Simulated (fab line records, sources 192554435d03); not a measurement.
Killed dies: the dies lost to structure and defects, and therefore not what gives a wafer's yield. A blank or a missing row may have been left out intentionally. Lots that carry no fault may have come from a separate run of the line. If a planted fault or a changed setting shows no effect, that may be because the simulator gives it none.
Matching of chambers | flow n5 finfet | pecvd-02 running N5_BEOL_M8_DEP_56: 3 sister chambers
The step deposits SiCN from 3MS/NH3, target thk 10 nm, time 17.5 s. 3 wafers are shown with their chamber, then 9 later ones without.

## WAFERS, EACH WITH ITS CHAMBER
wafer  | chamber | throttle valve pct (%)
L088.1 | 0       | 8.8
L088.2 | 1       | 9.1
L088.3 | 2       | 8.1

## WAFERS WITHOUT THEIR CHAMBER
wafer  | throttle valve pct (%)
L088.4 | 8.6
L088.5 | 8.3
L088.6 | 9.5
L089.2 | 8.3
L089.3 | 8.8
L089.6 | 8.7
L090.4 | 8.4
L090.5 | 9.7
L090.6 | 8.2

## WHICH CHAMBER EACH ONE RAN IN
wafer  | from the rows above          | in truth
L088.4 | can't be placed: 0 or 1 or 2 | 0
L088.5 | can't be placed: 2 or 0      | 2
L088.6 | can't be placed: 1 or 0      | 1
L089.2 | can't be placed: 2 or 0      | 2
L089.3 | can't be placed: 0 or 1      | 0
L089.6 | can't be placed: 0 or 1 or 2 | 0
L090.4 | can't be placed: 2 or 0 or 1 | 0
L090.5 | can't be placed: 1 or 0      | 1
L090.6 | can't be placed: 2 or 0      | 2
Correctly placed: 0 of 9. Unplaceable from these rows: 9, with the true chamber sitting among the candidates in 9. Wrongly placed: 0.
How it was worked out, from the rows above alone: a wafer's distance from a chamber is the root of the sum, over the readings, of the square of ((its reading less the chamber's mean) divided by the reading's scatter). The wafer belongs to the nearest chamber; if the next one is less than 2 further off, it can't be placed. A chamber's mean is the mean of its shown wafers. The scatter: root of mean squared gap, hidden wafer to nearest shown wafer, with one shown wafer a chamber.
